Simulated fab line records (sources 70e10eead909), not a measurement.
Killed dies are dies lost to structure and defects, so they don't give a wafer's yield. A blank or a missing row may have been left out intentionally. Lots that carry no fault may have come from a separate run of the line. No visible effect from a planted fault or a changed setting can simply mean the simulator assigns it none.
fab line records	flow nand-harc
record: lots: 12	wafers: 36	last-day: 25
route steps=1159 shown A_M1@1039 END@1159
lots untouched by any fault: they come from a run of this same line in which no faults occurred
start-h: the number of hours between the record's first day and the start of the first shown wafer of the lot	wait-h: how many hours have passed since the lot's step before this one	" unchanged from the row above	L1.1+2: one row covering several wafers at once	- no value, or no start given	* or withheld: withheld	< > ~ a bound
route shown NAME@n: NAME is a module with steps in the file, n the number in the route of the first one	usual: mean and standard deviation over wafers with no fault	same: alike in all rows	chamber/n: place in a boat	sites: the reading at each site	_std_site: standard deviation of those values	_edge_site: mean of outer sites minus mean of inner sites	radius-mm: for every site, how far away it sits from the centre of the wafer	mask NAME#n: copy n	behind: the last tool/chamber to shape the wafer	hold: why the lot went on hold/how many hours it stayed there/how the hold came to an end	device: which transistor (n, p or np) failed to switch	end of line: tests of these same wafers at the route's end	for a step that has no rows: nothing shown but its recipe	killed: count of dies lost to structure and defects at first sort (not the wafer's yield)	map: per-die view of a wafer (x killed, . not killed, _ where there is no die)
set.NAME: the setting that was run; set.NAME@STEP: the one run at that earlier step	model.NAME: the simulator's own value behind a step, which no gauge read
the route's steps for a sample of lots (tables are steps, rows are wafers)
services: a tool's chamber out of use, with start hour (start-h, from the record's first day; less than 0 if before it), hours out, and reason
== steps ==
step: NHARC_A_M1_DESCUM_14
recipe: time-s: 3	o2-flow-sccm: 200	ar-flow-sccm: 0	bias-power-w: 0	chemistry: O2
usual: drypump-motor-current-A: 5.8/0.46	oes-product-au: 1.002/0.014	rf-vpp-V: 57.8/0.92	showerhead-plenum-p-Torr: 1.93/0.084	throttle-valve-pct: 11.311/0.0099
same: time-s: 3
lot.wafer	tool	chamber	start-h	wait-h	drypump-motor-current-A	oes-product-au	rf-hours-counter-h	rf-vpp-V	showerhead-plenum-p-Torr	throttle-valve-pct
L690.2	rie-diel-10	0	409.94	0.1	6.1	1.012	1	58.3	2.04	11.330
L690.5	"	1	"	"	5.0	0.991	-	57.3	1.83	11.318
L690.6	"	2	"	"	6.4	0.995	-	57.3	1.92	11.297
L686.3	rie-diel-10	1	410.07	0.1	5.0	0.990	1	58.1	1.83	11.305
L686.2	"	2	"	"	6.4	0.986	1	56.8	1.92	11.309
L686.1	"	0	"	"	6.1	0.994	1	58.5	2.04	11.306
L688.2	rie-diel-11	2	430.77	0.1	5.8	1.021	3	57.1	1.85	11.314
L688.6	"	0	"	"	6.3	1.022	-	57.0	1.93	11.304
L688.5	"	1	"	"	5.7	1.017	-	57.9	1.93	11.306
L693.1	rie-diel-11	2	447.01	0.1	5.9	1.020	4	57.5	1.85	11.312
L693.2	"	3	"	"	5.3	1.012	5	58.6	2.04	11.311
L693.5	"	1	"	"	5.7	0.998	-	57.8	1.93	11.326
L695.2	rie-diel-10	3	453.25	0.1	5.6	0.993	2	57.7	1.99	11.303
L695.1	"	1	"	"	5.0	0.979	2	55.7	1.83	11.316
L695.5	"	2	"	"	6.4	0.982	-	57.6	1.92	11.330
L694.2	rie-diel-12	0	458.03	0.1	5.5	1.009	5	58.7	2.06	11.302
L694.1	"	3	"	"	5.6	1.019	6	57.7	1.99	11.301
L694.5	"	2	"	"	6.1	1.022	-	57.7	1.90	11.323
L700.4	rie-diel-12	2	474.06	0.1	6.1	1.017	8	57.7	1.90	11.307
L700.1	"	3	"	"	5.6	1.013	8	57.4	1.99	11.336
L700.5	"	1	"	"	6.2	0.994	-	57.6	1.80	11.302
L699.1	rie-diel-10	1	475.41	0.1	5.0	0.992	2	56.1	1.83	11.299
L699.3	"	2	"	"	6.4	0.991	3	56.7	1.92	11.310
L699.5	"	1	"	"	5.0	0.990	-	57.4	1.82	11.309
L707.4	rie-diel-10	0	524.19	0.1	6.2	1.006	4	59.6	2.04	11.305
L707.3	"	3	"	"	5.7	0.986	3	58.7	1.99	11.308
L707.5	"	1	"	"	5.0	0.990	-	56.5	1.82	11.313
L708.2	rie-diel-12	2	530.79	0.1	6.1	1.014	12	57.0	1.90	11.320
L708.1	"	0	"	"	5.6	1.002	11	58.7	2.06	11.293
L708.6	"	1	"	"	6.2	0.993	-	56.2	1.80	11.296
L705.1	rie-diel-11	0	540.28	0.1	6.3	1.025	9	57.1	1.92	11.298
L705.3	"	2	"	"	5.9	1.024	9	58.9	1.85	11.321
L705.6	"	3	"	"	5.3	1.008	-	57.8	2.04	11.298
L709.4	rie-diel-12	2	544.81	0.1	6.1	1.017	13	57.4	1.90	11.301
L709.3	"	0	"	"	5.5	1.001	12	57.7	2.06	11.311
L709.6	"	2	"	"	6.2	1.012	-	58.3	1.90	11.324
step: NHARC_A_M1_STRIP_19
recipe: time-s: 600	temp-c: 30	chemistry: post-etch-residue-remover
usual: bath-heat-duty-pct: 13.6/1.2	run-length-s: 603.1/1.1	time-s: 600/0
lot.wafer	tool	chamber	start-h	wait-h	bath-heat-duty-pct	run-length-s	time-s
L690.2	wet-bench-10	4	410.71	-	13.5	604.0	600
L690.5	"	6	"	"	14.0	604.9	600
L690.6	"	7	"	"	13.5	602.5	600
L686.1	wet-bench-10	0	410.87	-	16.3	603.6	600
L686.2	"	2	"	"	13.1	601.2	600
L686.3	"	3	"	"	13.0	603.8	600
L688.6	wet-bench-10	2	431.51	-	12.1	601.3	600
L688.5	"	4	"	"	13.6	603.7	600
L688.2	"	6	"	"	13.4	605.1	600
L693.5	wet-bench-10	4	447.75	-	14.9	605.0	600
L693.1	"	0	"	"	16.7	603.3	600
L693.2	"	1	"	"	12.4	601.7	600
L695.2	wet-bench-08	7	454.00	-	13.5	601.3	600
L695.1	"	2	"	"	15.1	603.4	600
L695.5	"	3	"	"	14.0	604.7	600
L694.2	wet-bench-08	5	458.85	-	-	-	-
L694.5	"	6	"	"	-	-	-
L694.1	"	1	"	"	-	-	-
L700.4	wet-bench-10	2	474.81	-	-	-	-
L700.5	"	3	"	"	-	-	-
L700.1	"	6	"	"	-	-	-
L699.1	wet-bench-08	4	476.16	-	-	-	-
L699.3	"	5	"	"	-	-	-
L699.5	"	7	"	"	-	-	-
L707.3	wet-bench-08	2	524.96	-	14.1	601.7	600
L707.4	"	3	"	"	13.6	603.2	600
L707.5	"	5	"	"	12.7	602.7	600
L708.1	wet-bench-10	7	531.54	-	13.4	603.9	600
L708.6	"	1	"	"	13.6	602.0	600
L708.2	"	3	"	"	13.1	602.7	600
L705.6	wet-bench-10	7	541.01	-	13.3	603.0	600
L705.3	"	2	"	"	13.1	601.6	600
L705.1	"	3	"	"	12.9	603.1	600
L709.3	wet-bench-10	4	545.55	-	13.2	604.2	600
L709.6	"	5	"	"	12.3	602.8	600
L709.4	"	7	"	"	13.4	603.0	600
step: NHARC_A_M1_THK_MEAS_24
recipe: thk-meas-gauge: xrf
usual: thk-nm: 153.7/1.7
lot.wafer	tool	chamber	start-h	wait-h	thk-nm
L690.2	film-metro-02	-	412.38	-	150.9
L690.5	"	-	"	"	154.3
L690.6	"	-	"	"	150.1
L686.1	film-metro-01	-	412.85	-	154.8
L686.2	"	-	"	"	150.7
L686.3	"	-	"	"	152.2
L688.2	film-metro-02	-	433.25	-	153.3
L688.5	"	-	"	"	151.4
L688.6	"	-	"	"	154.0
L693.1	film-metro-02	-	449.45	-	152.8
L693.2	"	-	"	"	155.0
L693.5	"	-	"	"	153.0
L695.1	film-metro-02	-	455.90	-	154.0
L695.2	"	-	"	"	154.3
L695.5	"	-	"	"	156.2
L694.1	film-metro-02	-	460.59	-	152.8
L694.2	"	-	"	"	152.9
L694.5	"	-	"	"	153.5
L700.1	film-metro-01	-	476.49	-	153.3
L700.4	"	-	"	"	153.3
L700.5	"	-	"	"	153.3
L699.1	film-metro-02	-	477.85	-	154.0
L699.3	"	-	"	"	155.0
L699.5	"	-	"	"	155.1
L707.3	film-metro-01	-	526.61	-	152.6
L707.4	"	-	"	"	152.3
L707.5	"	-	"	"	152.9
L708.1	film-metro-02	-	533.50	-	152.8
L708.2	"	-	"	"	148.1
L708.6	"	-	"	"	151.5
L705.1	film-metro-02	-	542.70	-	154.0
L705.3	"	-	"	"	152.1
L705.6	"	-	"	"	151.4
L709.3	film-metro-01	-	547.24	-	152.6
L709.4	"	-	"	"	153.9
L709.6	"	-	"	"	151.7
step: NHARC_A_M1_PRE_CLEAN_32
recipe: time-s: 12	temp-c: 370	rf-power-w: 300	gas: NH3
usual: heater-power-w: 598/87	rf-fwd-power-W: 292.6/0.99
same: time-s: 12
lot.wafer	tool	chamber	start-h	wait-h	heater-power-w	rf-fwd-power-W
L690.2	pecvd-03	0	412.66	0.1	526	293.5
L690.6	"	2	"	"	680	292.9
L690.5	"	0	"	"	535	291.8
L686.2	pecvd-01	0	413.07	0.1	667	292.1
L686.1	"	1	"	"	563	293.8
L686.3	"	2	"	"	600	294.1
L688.2	pecvd-04	2	433.54	0.1	693	294.2
L688.6	"	2	"	"	686	293.0
L688.5	"	0	"	"	585	293.7
L693.2	pecvd-04	1	449.67	0.1	408	294.0
L693.1	"	0	"	"	486	292.8
L693.5	"	1	"	"	413	294.1
L695.2	pecvd-01	2	456.13	0.1	562	293.2
L695.1	"	0	"	"	662	292.8
L695.5	"	2	"	"	571	290.8
L694.1	pecvd-01	1	460.81	0.1	472	291.0
L694.2	"	2	"	"	583	291.6
L694.5	"	0	"	"	696	293.0
L700.1	pecvd-01	1	476.73	0.1	544	292.8
L700.4	"	1	"	"	562	292.1
L700.5	"	2	"	"	545	292.9
L699.1	pecvd-04	1	478.08	0.1	502	291.3
L699.3	"	0	"	"	578	292.4
L699.5	"	2	"	"	691	291.4
L707.3	pecvd-01	1	526.86	0.1	562	292.9
L707.5	"	2	"	"	536	291.2
L707.4	"	0	"	"	686	292.7
L708.1	pecvd-04	2	533.73	0.1	725	290.7
L708.2	"	0	"	"	495	291.5
L708.6	"	1	"	"	486	291.8
L705.3	pecvd-03	1	542.96	0.1	734	292.0
L705.1	"	2	"	"	651	292.7
L705.6	"	2	"	"	635	291.7
L709.3	pecvd-01	2	547.48	0.1	566	291.7
L709.6	"	1	"	"	540	292.0
L709.4	"	0	"	"	689	292.5
step: NHARC_END_SORT_01
recipe: temp-c: 25
usual: defect-limited-yield: 95.5/1.4	killed-at-array: 26/9.1	killed-at-other: 0.7/0.9	killed-at-periphery: 3.6/2.8	killed-dies: 30/9.2	killed-open: 3.0/1.9	killed-short: 2.0/1.4	sort_bin_2_pct: 1.4/0.6	sort_bin_3_pct: 0.23/0.17	sort_bin_4_pct: 2.8/0.92	sort-n-pass: 647/9.2	sort-rim-yield-pct: 95.9/2.1	sort-yield-pct: 95.5/1.4
same: gross-dies: 677	sort_bin_5_pct[%]: 0	sort_bin_6_pct[%]: 0	sort_bin_7_pct[%]: 0	sort_bin_8_pct[%]: 0	sort-rim-n-gross: 106.00
lot.wafer	tool	chamber	start-h	wait-h	defect-limited-yield[%]	killed-at-array	killed-at-other	killed-at-periphery	killed-dies	killed-open	killed-short	sort_bin_2_pct[%]	sort_bin_3_pct[%]	sort_bin_4_pct[%]	sort-n-pass	sort-rim-yield-pct[%]	sort-yield-pct[%]
L686.1	prober-02	0	452.36	2.5	97.5	15	0	2	17	1	1	0.6	0	1.9	660	98.1	97.5
L686.2	prober-02	0	453.16	2.8	96.8	17	0	5	22	4	3	0.7	0	2.5	655	95.3	96.8
L686.3	prober-02	0	453.96	3.1	96.3	22	0	3	25	6	3	0.4	0.30	3.0	652	96.2	96.3
L690.2	prober-01	0	453.11	2.8	95.7	24	0	5	29	6	4	1.5	0	2.8	648	96.2	95.7
L690.5	prober-01	0	455.51	3.7	95.7	26	0	3	29	2	1	1.6	0.30	2.4	648	95.3	95.7
L690.6	prober-01	0	456.30	4.0	97.3	17	0	1	18	2	1	0.7	0.30	1.6	659	98.1	97.3
L688.2	prober-01	0	468.78	2.8	95.6	25	0	5	30	4	3	1.2	0.15	3.1	647	92.5	95.6
L688.5	prober-01	0	471.16	3.7	96.3	18	0	7	25	2	2	1.0	0.30	2.4	652	95.3	96.3
L688.6	prober-01	0	471.96	4.0	95.7	23	0	6	29	0	3	1.0	0.30	3.0	648	95.3	95.7
L693.1	prober-02	0	481.72	2.5	96.2	23	1	2	26	4	3	1.3	0.15	2.4	651	96.2	96.2
L693.2	prober-02	0	482.52	2.8	96.3	21	3	1	25	3	0	0.9	0.30	2.5	652	98.1	96.3
L693.5	prober-02	0	484.94	3.7	95.0	23	5	6	34	3	2	1.8	0	3.2	643	93.4	95.0
L695.1	prober-02	0	489.53	2.5	96.9	20	1	0	21	0	0	1.9	0	1.2	656	97.2	96.9
L695.2	prober-02	0	490.33	2.8	96.6	23	0	0	23	2	2	1.5	0.30	1.6	654	99.1	96.6
L695.5	prober-02	0	492.71	3.7	95.9	24	1	3	28	0	2	1.5	0.44	2.2	649	97.2	95.9
L694.1	prober-01	0	497.23	2.5	96.5	22	0	2	24	3	0	1.6	0.15	1.8	653	98.1	96.5
L694.2	prober-01	0	498.03	2.8	94.7	30	3	3	36	3	3	1.6	0.15	3.5	641	89.6	94.7
L694.5	prober-01	0	500.42	3.7	96.9	18	1	2	21	3	1	0.6	0.30	2.2	656	96.2	96.9
L700.1	prober-01	0	512.37	2.5	95.0	32	1	1	34	1	3	1.0	0.44	3.5	643	92.5	95.0
L700.4	prober-01	0	514.77	3.4	94.8	33	0	2	35	2	1	1.8	0	3.4	642	93.4	94.8
L700.5	prober-01	0	515.56	3.7	94.8	31	1	3	35	1	2	1.3	0.15	3.7	642	98.1	94.8
L699.1	prober-02	0	512.38	2.5	95.7	24	0	5	29	7	3	1.3	0.30	2.7	648	96.2	95.7
L699.3	prober-02	0	514.02	3.1	94.7	32	0	4	36	5	2	1.5	0.30	3.5	641	95.3	94.7
L699.5	prober-02	0	515.67	3.8	95.6	30	0	0	30	6	1	1.6	0.74	2.1	647	96.2	95.6
L707.3	prober-01	0	571.25	3.1	96.3	20	1	4	25	4	6	1.3	0	2.4	652	98.1	96.3
L707.4	prober-01	0	572.07	3.5	98.1	12	0	1	13	4	2	0.7	0.15	1.0	664	97.2	98.1
L707.5	prober-01	0	572.88	3.8	96.8	19	0	3	22	5	4	0.9	0.15	2.2	655	94.3	96.8
L708.1	prober-02	0	577.31	2.5	95.7	19	1	9	29	5	1	1.3	0	3.0	648	98.1	95.7
L708.2	prober-02	0	578.10	2.8	95.9	19	0	9	28	3	0	1.2	0.15	2.8	649	92.5	95.9
L708.6	prober-02	0	581.28	4.0	94.7	22	1	13	36	2	2	1.3	0.30	3.7	641	96.2	94.7
L705.1	prober-01	0	577.52	2.5	92.3	50	0	2	52	2	2	3.7	0.15	3.8	625	89.6	92.3
L705.3	prober-01	0	579.10	3.1	90.5	62	0	2	64	3	5	4.1	0.59	4.7	613	95.3	90.5
L705.6	prober-01	0	581.47	4.0	94.2	37	1	1	39	1	2	1.2	0.44	4.1	638	92.5	94.2
L709.3	prober-02	0	586.64	3.1	92.9	44	1	3	48	4	5	2.4	0.44	4.3	629	91.5	92.9
L709.4	prober-02	0	587.45	3.4	95.6	24	0	6	30	2	4	1.9	0.30	2.2	647	95.3	95.6
L709.6	prober-02	0	589.06	4.0	96.0	27	0	0	27	3	0	1.5	0.30	2.2	650	94.3	96.0
killed by level:class
L686.1 A_SLIT:chamber-film-flake=11 A_CHANNEL_HOLE_D1:chamber-film-flake=2 P_M0:geometric-particle:short=1 A_CONTACT:geometric-particle:open=1 P_GATE:chamber-film-flake=1 A_CONTACT:chamber-film-flake=1
L690.2 A_CHANNEL_HOLE_D1:chamber-film-flake=7 A_STAIRCASE:chamber-film-flake=5 P_M0:geometric-particle:open=2 A_ONON_D1:geometric-particle:open=2 P_BONDPAD:chamber-film-flake=2 A_SLIT:chamber-film-flake=2 A_SOURCE_PLATE:geometric-particle:short=1 A_CHANNEL_HOLE_D1:geometric-particle:open=1
L686.2 A_SLIT:chamber-film-flake=6 A_CONTACT:chamber-film-flake=3 P_CONTACT:geometric-particle:open=1 P_M0:geometric-particle:open=1 A_ONON_D1:geometric-particle:short=1 A_CHANNEL_FILL_D1:geometric-particle:short=1 A_WL_FILL:geometric-particle:short=1 A_WL_FILL:geometric-particle:open=1
L686.3 A_SLIT:chamber-film-flake=9 A_ONON_D1:geometric-particle:short=2 A_CHANNEL_HOLE_D1:chamber-film-flake=2 A_STAIRCASE:chamber-film-flake=2 A_CONTACT:chamber-film-flake=2 P_GATE:geometric-particle:open=1 P_CONTACT:geometric-particle:open=1 P_M0:geometric-particle:open=1
L690.5 A_CHANNEL_HOLE_D1:chamber-film-flake=14 A_STAIRCASE:chamber-film-flake=4 A_CONTACT:chamber-film-flake=3 A_CHANNEL_HOLE_D1:geometric-particle:open=1 A_WL_FILL:geometric-particle:short=1 A_CONTACT:geometric-particle:open=1 P_GATE:chamber-film-flake=1 P_CONTACT:chamber-film-flake=1
L690.6 A_CHANNEL_HOLE_D1:chamber-film-flake=10 A_CONTACT:chamber-film-flake=3 A_CHANNEL_FILL_D1:geometric-particle:open=1 A_SGD_CUT:geometric-particle:short=1 A_SGD_CUT:geometric-particle:open=1 P_BONDPAD:chamber-film-flake=1 A_STAIRCASE:chamber-film-flake=1
L688.2 A_CHANNEL_HOLE_D1:chamber-film-flake=18 A_STAIRCASE:chamber-film-flake=3 P_M0:geometric-particle:open=2 P_BONDPAD:chamber-film-flake=2 P_GATE:geometric-particle:short=1 A_SGD_CUT:geometric-particle:short=1 A_BLC:geometric-particle:open=1 A_M0:geometric-particle:open=1
L688.5 A_CHANNEL_HOLE_D1:chamber-film-flake=11 P_BONDPAD:chamber-film-flake=4 A_CONTACT:chamber-film-flake=3 P_M2:geometric-particle:open=1 A_ONON_D1:geometric-particle:short=1 A_WL_FILL:geometric-particle:short=1 A_WL_FILL:geometric-particle:open=1 P_STI:chamber-film-flake=1
L688.6 A_CHANNEL_HOLE_D1:chamber-film-flake=16 P_BONDPAD:chamber-film-flake=4 A_STAIRCASE:chamber-film-flake=3 P_M1:geometric-particle:short=1 A_CHANNEL_FILL_D1:geometric-particle:short=1 A_M0:geometric-particle:short=1 P_M0:chamber-film-flake=1 A_CONTACT:chamber-film-flake=1
L693.1 A_CHANNEL_HOLE_D1:chamber-film-flake=13 A_CONTACT:chamber-film-flake=2 P_GATE:geometric-particle:open=1 A_ONON_D1:geometric-particle:short=1 A_ONON_D1:geometric-particle:open=1 A_WL_FILL:geometric-particle:short=1 A_CONTACT:geometric-particle:short=1 A_CONTACT:geometric-particle:open=1
L693.2 A_CHANNEL_HOLE_D1:chamber-film-flake=12 A_CONTACT:chamber-film-flake=3 THIN_TSV:chamber-film-flake=3 A_STAIRCASE:chamber-film-flake=2 P_CONTACT:geometric-particle:open=1 A_BLC:geometric-particle:open=1 A_M0:geometric-particle:open=1 A_ZERO_WELL:chamber-film-flake=1
L693.5 A_CHANNEL_HOLE_D1:chamber-film-flake=13 P_STI:chamber-film-flake=5 THIN_TSV:chamber-film-flake=5 A_STAIRCASE:chamber-film-flake=4 A_WL_FILL:geometric-particle:open=2 A_CHANNEL_FILL_D1:geometric-particle:short=1 A_WL_FILL:geometric-particle:short=1 A_CONTACT:geometric-particle:open=1
L695.1 A_CHANNEL_HOLE_D1:chamber-film-flake=12 A_STAIRCASE:chamber-film-flake=6 A_CONTACT:chamber-film-flake=2 THIN_TSV:chamber-film-flake=1
L695.2 A_CHANNEL_HOLE_D1:chamber-film-flake=13 A_STAIRCASE:chamber-film-flake=3 A_CONTACT:chamber-film-flake=2 A_CHANNEL_FILL_D1:geometric-particle:open=1 A_WL_FILL:geometric-particle:short=1 A_CONTACT:geometric-particle:open=1 A_M0:geometric-particle:short=1 A_WL_FILL:chamber-film-flake=1
L695.5 A_CHANNEL_HOLE_D1:chamber-film-flake=15 A_STAIRCASE:chamber-film-flake=5 P_STI:chamber-film-flake=3 A_WL_FILL:geometric-particle:short=2 A_WL_FILL:chamber-film-flake=1 A_CONTACT:chamber-film-flake=1 THIN_TSV:chamber-film-flake=1
L694.1 A_CHANNEL_HOLE_D1:chamber-film-flake=12 A_CONTACT:chamber-film-flake=4 A_STAIRCASE:chamber-film-flake=3 P_M0:geometric-particle:open=1 P_M1:geometric-particle:open=1 A_M0:geometric-particle:open=1 A_ZERO_WELL:chamber-film-flake=1 A_WL_FILL:chamber-film-flake=1
L694.2 A_CHANNEL_HOLE_D1:chamber-film-flake=13 A_STAIRCASE:chamber-film-flake=10 A_CONTACT:chamber-film-flake=3 THIN_TSV:chamber-film-flake=3 P_CONTACT:geometric-particle:short=1 P_M1:geometric-particle:open=1 A_CHANNEL_FILL_D1:geometric-particle:short=1 A_CHANNEL_FILL_D1:geometric-particle:open=1
L694.5 A_CHANNEL_HOLE_D1:chamber-film-flake=10 A_STAIRCASE:chamber-film-flake=3 A_CONTACT:geometric-particle:open=2 A_CONTACT:chamber-film-flake=2 P_CONTACT:geometric-particle:short=1 P_M0:geometric-particle:open=1 A_ZERO_WELL:chamber-film-flake=1 THIN_TSV:chamber-film-flake=1
L700.1 A_SLIT:chamber-film-flake=13 A_CONTACT:chamber-film-flake=7 A_CHANNEL_HOLE_D1:chamber-film-flake=6 A_STAIRCASE:chamber-film-flake=3 P_M0:geometric-particle:short=1 A_ONON_D1:geometric-particle:open=1 A_ONON_D1:geometric-particle:short=1 A_WL_FILL:geometric-particle:short=1
L699.1 A_CHANNEL_HOLE_D1:chamber-film-flake=12 A_M0:geometric-particle:open=3 A_CONTACT:chamber-film-flake=3 P_GATE:geometric-particle:open=1 P_CONTACT:geometric-particle:open=1 P_M1:geometric-particle:open=1 A_ONON_D1:geometric-particle:short=1 A_CHANNEL_FILL_D1:geometric-particle:open=1
L699.3 A_CHANNEL_HOLE_D1:chamber-film-flake=19 A_STAIRCASE:chamber-film-flake=4 A_CONTACT:chamber-film-flake=4 A_ONON_D1:geometric-particle:open=2 A_SGD_CUT:geometric-particle:open=2 P_GATE:chamber-film-flake=2 P_M0:geometric-particle:open=1 P_M0:geometric-particle:short=1
L700.4 A_SLIT:chamber-film-flake=12 A_CONTACT:chamber-film-flake=7 A_CHANNEL_HOLE_D1:chamber-film-flake=4 A_STAIRCASE:chamber-film-flake=4 A_WL_FILL:chamber-film-flake=3 P_STI:geometric-particle:open=1 A_WL_FILL:geometric-particle:short=1 A_BLC:geometric-particle:open=1
L700.5 A_SLIT:chamber-film-flake=11 A_STAIRCASE:chamber-film-flake=7 A_CONTACT:chamber-film-flake=5 A_CHANNEL_HOLE_D1:chamber-film-flake=4 P_GATE:chamber-film-flake=2 A_SOURCE_PLATE:geometric-particle:open=1 A_ONON_D1:geometric-particle:short=1 A_M0:geometric-particle:short=1
L699.5 A_CHANNEL_HOLE_D1:chamber-film-flake=20 A_M0:geometric-particle:open=2 A_CONTACT:chamber-film-flake=2 A_SOURCE_PLATE:geometric-particle:open=1 A_CHANNEL_FILL_D1:geometric-particle:open=1 A_CONTACT:geometric-particle:open=1 A_BLC:geometric-particle:open=1 A_M1:geometric-particle:short=1
L707.3 A_CHANNEL_HOLE_D1:chamber-film-flake=6 A_CONTACT:chamber-film-flake=5 P_GATE:geometric-particle:short=2 A_ONON_D1:geometric-particle:short=2 P_CONTACT:geometric-particle:open=1 A_CHANNEL_FILL_D1:geometric-particle:open=1 A_SGD_CUT:geometric-particle:short=1 A_WL_FILL:geometric-particle:short=1
L707.4 A_CHANNEL_HOLE_D1:chamber-film-flake=4 A_ONON_D1:geometric-particle:short=2 A_STAIRCASE:chamber-film-flake=2 P_GATE:geometric-particle:open=1 A_WL_FILL:geometric-particle:open=1 A_CONTACT:geometric-particle:open=1 A_M0:geometric-particle:open=1 A_CONTACT:chamber-film-flake=1
L707.5 A_CHANNEL_HOLE_D1:chamber-film-flake=9 A_ONON_D1:geometric-particle:short=2 A_CHANNEL_FILL_D1:geometric-particle:open=2 A_CONTACT:chamber-film-flake=2 P_CONTACT:geometric-particle:open=1 P_M0:geometric-particle:open=1 P_M1:geometric-particle:short=1 A_SOURCE_PLATE:geometric-particle:short=1
L708.1 A_CHANNEL_HOLE_D1:chamber-film-flake=6 A_CONTACT:chamber-film-flake=6 P_CONTACT:chamber-film-flake=5 P_M2:chamber-film-flake=3 P_M2:geometric-particle:open=1 A_ONON_D1:geometric-particle:open=1 A_ONON_D1:geometric-particle:short=1 A_CONTACT:geometric-particle:open=1
L705.1 A_SLIT:chamber-film-flake=20 A_CHANNEL_HOLE_D1:chamber-film-flake=17 A_CONTACT:chamber-film-flake=9 P_M0:geometric-particle:short=1 A_CONTACT:geometric-particle:open=1 A_BLC:geometric-particle:open=1 A_M0:geometric-particle:short=1 P_GATE:chamber-film-flake=1
L708.2 A_CONTACT:chamber-film-flake=8 A_CHANNEL_HOLE_D1:chamber-film-flake=7 P_CONTACT:chamber-film-flake=6 P_M1:geometric-particle:open=1 A_BLC:geometric-particle:open=1 A_M0:geometric-particle:open=1 P_ZERO_WELL:chamber-film-flake=1 P_M2:chamber-film-flake=1
L705.3 A_CHANNEL_HOLE_D1:chamber-film-flake=22 A_SLIT:chamber-film-flake=20 A_CONTACT:chamber-film-flake=5 A_ZERO_WELL:chamber-film-flake=4 A_CHANNEL_FILL_D1:chamber-film-flake=4 P_CONTACT:geometric-particle:open=1 A_ONON_D1:geometric-particle:short=1 A_CHANNEL_FILL_D1:geometric-particle:short=1
L708.6 P_CONTACT:chamber-film-flake=8 A_CHANNEL_HOLE_D1:chamber-film-flake=8 A_CONTACT:chamber-film-flake=6 P_M2:chamber-film-flake=4 A_SLIT:chamber-film-flake=3 P_GATE:geometric-particle:open=1 A_SOURCE_PLATE:geometric-particle:short=1 A_WL_FILL:geometric-particle:short=1
L705.6 A_SLIT:chamber-film-flake=15 A_CHANNEL_HOLE_D1:chamber-film-flake=14 A_CONTACT:chamber-film-flake=7 P_CONTACT:geometric-particle:short=1 A_CHANNEL_HOLE_D1:geometric-particle:open=1 STARTING-WAFER:geometric-particle:short=1
L709.3 A_SLIT:chamber-film-flake=21 A_CHANNEL_HOLE_D1:chamber-film-flake=8 A_CHANNEL_FILL_D1:geometric-particle:short=2 A_ZERO_WELL:chamber-film-flake=2 A_CONTACT:chamber-film-flake=2 A_SOURCE_PLATE:geometric-particle:open=1 A_ONON_D1:geometric-particle:short=1 A_CHANNEL_FILL_D1:geometric-particle:open=1
L709.4 A_SLIT:chamber-film-flake=11 A_CHANNEL_HOLE_D1:chamber-film-flake=7 P_ZERO_WELL:chamber-film-flake=2 P_GATE:chamber-film-flake=2 P_M0:geometric-particle:short=1 A_ONON_D1:geometric-particle:short=1 A_SGD_CUT:geometric-particle:short=1 A_WL_FILL:geometric-particle:short=1
L709.6 A_SLIT:chamber-film-flake=15 A_CHANNEL_HOLE_D1:chamber-film-flake=7 A_CONTACT:chamber-film-flake=2 A_SOURCE_PLATE:geometric-particle:open=1 A_STAIRCASE:geometric-particle:open=1 A_WL_FILL:geometric-particle:open=1
== services ==
tool	chamber	start-h	hours	kind
rie-diel-11	1	402.58	2.2	repair
wet-bench-08	-	406.41	8.0	pm
pecvd-01	-	411.29	0.9	repair
pecvd-01	-	418.26	13.0	pm
rie-diel-12	1	419.44	3.3	repair
wet-bench-10	-	423.20	8.0	pm
wet-bench-10	0	431.20	-	consumable-replace:bath
wet-bench-10	0	431.20	-	consumable-replace:filter
wet-bench-10	1	431.20	-	consumable-replace:bath
wet-bench-10	1	431.20	-	consumable-replace:filter
wet-bench-10	2	431.20	-	consumable-replace:bath
wet-bench-10	2	431.20	-	consumable-replace:filter
wet-bench-10	3	431.20	-	consumable-replace:bath
wet-bench-10	3	431.20	-	consumable-replace:filter
wet-bench-10	4	431.20	-	consumable-replace:bath
rie-diel-12	1	456.94	6.9	repair
pecvd-03	-	473.05	13.0	pm
pecvd-01	2	477.28	21.3	repair
rie-diel-11	3	483.62	17.8	repair
rie-diel-10	3	489.95	9.5	repair
rie-diel-11	1	492.55	4.6	repair
rie-diel-10	2	529.41	14.6	repair
rie-diel-10	-	530.50	9.0	pm
rie-diel-11	-	543.50	9.0	pm
== key ==
first-sign: step: NHARC_A_M1_STRIP_19	reading: tool-record	direction: missing
effect none on later readings
met-at NHARC_A_M1_STRIP_19
struck-lots L694,L699,L700
not-acting-at NHARC_A_M1_DESCUM_14,NHARC_A_M1_THK_MEAS_24,NHARC_A_M1_PRE_CLEAN_32
onset-between 454.00 458.85
fault: kind: skipped-step-whole	tool: wet-bench-08,wet-bench-10	chamber: -	onset-h: 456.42	steps: NHARC_A_M1_STRIP_19	scope: struck-lots-only
